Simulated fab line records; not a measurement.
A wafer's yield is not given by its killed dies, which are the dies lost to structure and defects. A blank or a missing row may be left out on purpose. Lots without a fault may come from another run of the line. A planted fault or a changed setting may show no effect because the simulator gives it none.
Chamber matching    flow nandHarc    NHARC_A_WL_FILL_ALD_19 on aldMetal-03: 4 sister chambers
The step deposits TiN, target thk 2 nm, pulse time 3 s, ald cycles 100. 8 wafers are shown with their chamber, then 9 later ones without.

== EACH WAFER AND ITS CHAMBER ==
wafer   chamber  heaterPowerW (W)  precursorPulseHeightRel
L074.5  2        1003              1.014
L080.3  2        1020              0.971
L083.2  0        1139              0.968
L083.3  1        1204              1.035
L083.4  3        1149              1.019
L085.1  3        1103              1.004
L085.2  1        1226              0.986
L085.3  0        1196              0.985

== WAFERS MISSING THEIR CHAMBER ==
wafer   heaterPowerW (W)  precursorPulseHeightRel
L088.1  1172              1.009
L088.2  1131              1.004
L088.4  1218              1.014
L090.1  1210              0.978
L090.3  1185              1.024
L090.4  987               1.005
L096.3  1199              0.980
L096.4  1017              0.980
L096.6  1132              1.008

== WHICH CHAMBER EACH WENT THROUGH ==
wafer   from the rows above           in truth
L088.1  can't be placed: 0 or 1 or 3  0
L088.2  can't be placed: 3 or 0       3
L088.4  1                             1
L090.1  can't be placed: 1 or 0 or 3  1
L090.3  can't be placed: 1 or 0 or 3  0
L090.4  2                             2
L096.3  can't be placed: 0 or 1 or 3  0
L096.4  2                             2
L096.6  can't be placed: 3 or 0       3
Correctly placed: 3 of 9. Not placeable from these rows: 6 (in 6, the candidates include the true chamber). 0 placed wrongly.
How it was worked out, from the rows above alone: a wafer's distance from a chamber is the root of the sum, over the readings, of the square of ((its reading less the chamber's mean) divided by the reading's scatter). If the next closest chamber is less than 2 further off than the closest, the wafer can't be placed; otherwise it belongs to the closest. For every chamber, the mean is computed from those of its wafers that are shown. The scatter: the root of (the sum of the squares of (reading less its chamber's mean) over the shown wafers, divided by (wafers less chambers)).
